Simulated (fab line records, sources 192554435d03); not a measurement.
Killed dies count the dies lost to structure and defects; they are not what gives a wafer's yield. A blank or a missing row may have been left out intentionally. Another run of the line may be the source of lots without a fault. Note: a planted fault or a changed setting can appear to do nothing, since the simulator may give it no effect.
What tool caused it? + flow n5 finfet + 26 wafers sampled from 9 lots at 1 step of a route of 1938

## WHAT THE GAUGES READ, wafer by wafer
N5_BEOL_M1_INSPECT_30: inspects for defects (brightfield).
| lot  | measured     | on                | raw defect count |
|------|--------------|-------------------|------------------|
| L795 | day 6 03:40  | defect inspect-01 | 290 319 357      |
| L796 | day 6 08:01  | defect inspect-01 | 402 411 536      |
| L800 | day 7 10:03  | defect inspect-02 | 444 487 460      |
| L805 | day 8 14:23  | defect inspect-02 | 548 457 592      |
| L808 | day 9 12:39  | defect inspect-01 | 710 416 589      |
| L809 | day 9 16:49  | defect inspect-01 | 440 383 577      |
| L815 | day 11 07:53 | defect inspect-02 | 437 410 343      |
| L816 | day 11 14:19 | defect inspect-02 | 437 485          |
| L818 | day 12 02:47 | defect inspect-02 | 404 364 413      |

## WHICH TOOL RAN EACH LOT (tool, then ch and the chambers of the sampled wafers, then the start)
No process step before these readings appears in the record.

## THE ANSWER, worked out from the rows above alone
Rule: usual is defined by the lots themselves. The widest of any qualifying gaps counts: lots, ordered by their means at a reading, are off when they make up no more than a third of the lots, leave a main group of 4 or more, and stand apart from it by 3 or more times the standard deviation of that group's means. If all means in a main group match to the digits the tables above print for the reading, that group is not used. A lot without any number at a reading at which 4 lots or more have one is off too. The other lots that the step has rows for count as sound.
None of the lots is off at any reading shown; this tells nothing.

## WHAT HAD BEEN PUT IN BY THE SIMULATOR
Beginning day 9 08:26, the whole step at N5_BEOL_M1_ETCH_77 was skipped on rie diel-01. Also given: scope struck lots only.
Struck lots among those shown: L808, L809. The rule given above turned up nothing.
